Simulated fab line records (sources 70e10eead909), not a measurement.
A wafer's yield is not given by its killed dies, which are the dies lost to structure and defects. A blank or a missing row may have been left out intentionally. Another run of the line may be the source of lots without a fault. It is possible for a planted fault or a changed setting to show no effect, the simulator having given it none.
Check for tools in common :: flow nand-harc :: 39 wafers sampled across 13 lots

== THE REASON FOR OPENING IT ==
Flagged at NHARC_P_M0_CD_MEAS_09: reading cd-nm, on 1 of 13 lots. Fault-free wafers read 90.0 nm, with a standard deviation of 0.62.
Rule: a lot gets a flag if all its wafers with a number sit over 4 standard deviations from that mean, or if no wafer of it has a number. All remaining lots are regarded as sound.

lot: L317
measured: day 5 22:55
on: cd-sem-02
cd-nm (nm), wafer by wafer: 90.9 90.9 90.5
flag: 

lot: L318
measured: day 6 11:30
on: cd-sem-02
cd-nm (nm), wafer by wafer: 88.9 88.6 88.6
flag: 

lot: L320
measured: day 7 00:16
on: cd-sem-03
cd-nm (nm), wafer by wafer: 90.7 89.9 89.6
flag: 

lot: L323
measured: day 7 01:13
on: cd-sem-01
cd-nm (nm), wafer by wafer: 89.2 89.0 89.5
flag: 

lot: L324
measured: day 7 12:22
on: cd-sem-02
cd-nm (nm), wafer by wafer: 89.8 90.5 90.7
flag: 

lot: L328
measured: day 9 00:57
on: cd-sem-02
cd-nm (nm), wafer by wafer: 89.6 89.8 90.1
flag: 

lot: L329
measured: day 9 01:46
on: cd-sem-03
cd-nm (nm), wafer by wafer: 74.9 75.5 70.9
flag: FLAGGED

lot: L332
measured: day 9 17:31
on: cd-sem-03
cd-nm (nm), wafer by wafer: 89.8 90.5 89.6
flag: 

lot: L334
measured: day 10 00:00
on: cd-sem-01
cd-nm (nm), wafer by wafer: 90.7 91.0 90.9
flag: 

lot: L333
measured: day 10 00:56
on: cd-sem-03
cd-nm (nm), wafer by wafer: 90.4 90.3 91.2
flag: 

lot: L336
measured: day 10 07:02
on: cd-sem-01
cd-nm (nm), wafer by wafer: 89.7 89.2 89.4
flag: 

lot: L337
measured: day 10 18:54
on: cd-sem-03
cd-nm (nm), wafer by wafer: 90.4 90.9 91.0
flag: 

lot: L338
measured: day 11 00:49
on: cd-sem-03
cd-nm (nm), wafer by wafer: 90.6 90.5 90.4
flag: 
Average over the flagged lots: 73.8 nm; offset from the usual -16.2 nm, equal to -26 standard deviations.

== WHICH TOOL EACH LOT WENT THROUGH ==
The record keeps 1 process step preceding the reading, out of 1159 steps on the route. Every cell lists first the tool, next ch and the chambers used by the sampled wafers, and last the start.
lot: L317
flag: 
NHARC_P_M0_EXPOSE_06: arfi-scanner-03 ch 0, day 5 22:47

lot: L318
flag: 
NHARC_P_M0_EXPOSE_06: arfi-scanner-03 ch 0, day 6 11:22

lot: L320
flag: 
NHARC_P_M0_EXPOSE_06: arfi-scanner-02 ch 0, day 7 00:08

lot: L323
flag: 
NHARC_P_M0_EXPOSE_06: arfi-scanner-01 ch 0, day 7 01:04

lot: L324
flag: 
NHARC_P_M0_EXPOSE_06: arfi-scanner-03 ch 0, day 7 12:14

lot: L328
flag: 
NHARC_P_M0_EXPOSE_06: arfi-scanner-01 ch 0, day 9 00:49

lot: L329
flag: FLAGGED
NHARC_P_M0_EXPOSE_06: arfi-scanner-03 ch 0, day 9 01:37

lot: L332
flag: 
NHARC_P_M0_EXPOSE_06: arfi-scanner-01 ch 0, day 9 17:22

lot: L334
flag: 
NHARC_P_M0_EXPOSE_06: arfi-scanner-02 ch 0, day 9 23:52

lot: L333
flag: 
NHARC_P_M0_EXPOSE_06: arfi-scanner-01 ch 0, day 10 00:48

lot: L336
flag: 
NHARC_P_M0_EXPOSE_06: arfi-scanner-01 ch 0, day 10 06:53

lot: L337
flag: 
NHARC_P_M0_EXPOSE_06: arfi-scanner-01 ch 0, day 10 18:46

lot: L338
flag: 
NHARC_P_M0_EXPOSE_06: arfi-scanner-01 ch 0, day 11 00:41
What these steps do:
- NHARC_P_M0_EXPOSE_06: exposes mask P M0, target cd 90 nm.
- NHARC_P_M0_CD_MEAS_09: target cd 90 nm.

== FLAGGED OVER TOTAL, TOOL BY TOOL (the gauges that took the reading come last) ==
step: NHARC_P_M0_EXPOSE_06
tool: arfi-scanner-01
lots run: 7
flagged: 0
share of the flagged lots: none
sound lots run after its first flagged lot: -

step: NHARC_P_M0_EXPOSE_06
tool: arfi-scanner-02
lots run: 2
flagged: 0
share of the flagged lots: none
sound lots run after its first flagged lot: -

step: NHARC_P_M0_EXPOSE_06
tool: arfi-scanner-03
lots run: 4
flagged: 1
share of the flagged lots: all
sound lots run after its first flagged lot: 0

step: NHARC_P_M0_CD_MEAS_09
tool: cd-sem-01
lots run: 3
flagged: 0
share of the flagged lots: none
sound lots run after its first flagged lot: -

step: NHARC_P_M0_CD_MEAS_09
tool: cd-sem-02
lots run: 4
flagged: 0
share of the flagged lots: none
sound lots run after its first flagged lot: -

step: NHARC_P_M0_CD_MEAS_09
tool: cd-sem-03
lots run: 6
flagged: 1
share of the flagged lots: all
sound lots run after its first flagged lot: 4 (L332,L333,L337,L338)

== WHAT IS ALLOWED BY THE TABLE ==
Table rows that saw every flagged lot: 2, namely arfi-scanner-03 at NHARC_P_M0_EXPOSE_06 and cd-sem-03 at NHARC_P_M0_CD_MEAS_09.
- arfi-scanner-03 at NHARC_P_M0_EXPOSE_06 ran 4 lots, 1 of them flagged. It ran its last sound lot, L324, at day 7 12:14 and its first flagged lot, L329, at day 9 01:37: a fault with its onset between the two fits. Its own readings (exposure-dose-mJ-cm2) fall more than 4 standard deviations out on all wafers of the flagged lots.
- cd-sem-03 at NHARC_P_M0_CD_MEAS_09 ran 6 lots, 1 of them flagged. Sound lots followed the first flagged one (L332, L333, L337, L338) on it, something a lasting fault affecting the whole tool could not allow.
arfi-scanner-03 at NHARC_P_M0_EXPOSE_06 is the single tool remaining.

== WHAT WAS PUT IN BY THE SIMULATOR ==
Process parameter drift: arfi-scanner-03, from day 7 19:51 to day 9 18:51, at NHARC_P_M0_EXPOSE_06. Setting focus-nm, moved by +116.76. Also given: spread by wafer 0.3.
Shown lots that were struck: L329. The rule given above showed the same thing.
